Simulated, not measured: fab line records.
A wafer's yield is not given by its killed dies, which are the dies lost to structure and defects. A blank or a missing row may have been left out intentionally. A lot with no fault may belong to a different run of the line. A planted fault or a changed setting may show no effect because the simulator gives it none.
2 desks, one fault -- flow n5 finfet -- every desk sees just its own numbers, and what lay behind them comes last

## FROM THE METROLOGY DESK
Means of the sampled wafers that have a number, per lot and without regard to the tool the lot ran on: this is what the gauges read. A lot is out of limits, marked OUT, if its mean lies more than 4 standard deviations from the usual mean; the brackets give that distance.
Columns: A = cd nm at N5_SD_EPI_P_CD_MEAS_09, usual 240.3 nm
lot,first seen here,A
L410,day 3 13:19,239.9
L412,day 4 03:08,240.2
L413,day 4 05:23,239.8
L414,day 4 10:53,240.3
L416,day 5 00:52,237.2 (-4.9) OUT
L420,day 6 00:04,233.4 (-11) OUT
L421,day 6 04:24,236.7 (-5.7) OUT
L425,day 7 03:36,240.1
L432,day 9 00:47,240.1
L431,day 9 01:43,240.6
This desk's verdict: out of limits on L416, L420, L421, starting with L416 at day 5 00:52 (cd nm at N5_SD_EPI_P_CD_MEAS_09). L410, L412, L413, L414, L425, L432, L431: within limits.

## FOR THE TOOL OWNER'S DESK: litho track-01
The tool's own readings at N5_SD_EPI_P_PEB_07 (peb time 60 s): means of the sampled wafers that have a number, for each lot that ran on this tool. A lot is out of limits, marked OUT, if its mean lies more than 4 standard deviations from the usual mean; the brackets give that distance.
Columns: A = heater power total W at N5_SD_EPI_P_PEB_07, usual 175.3 W
lot,first seen here,A
L412,day 4 03:04,174.5
L413,day 4 05:19,176.2
L414,day 4 10:49,175.6
L416,day 5 00:47,186.1 (+6.7) OUT
L420,day 5 23:59,200.5 (+16) OUT
L421,day 6 04:20,185.6 (+6.4) OUT
L432,day 9 00:44,174.6
L431,day 9 01:38,175.3
This desk's verdict: out of limits on L416, L420, L421, starting with L416 at day 5 00:47 (heater power total W at N5_SD_EPI_P_PEB_07). L412, L413, L414, L432, L431: within limits.

## ALL TOGETHER
The tool owner's desk had the chance to raise an alarm at day 5 00:47 on L416, L420, L421.
The metrology desk could have raised an alarm at day 5 00:52, on L416, L420, L421.
The lots listed all ran N5_SD_EPI_P_PEB_07 on litho track-01.

## WHAT WAS PUT IN BY THE SIMULATOR
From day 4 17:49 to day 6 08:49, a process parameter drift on litho track-01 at N5_SD_EPI_P_PEB_07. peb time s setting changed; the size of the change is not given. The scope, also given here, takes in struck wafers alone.
Struck lots among those shown: L416, L420, L421.
Hours from the fault's start to each desk's first reading out of limits: the tool owner's desk, 7; the metrology desk, 7.
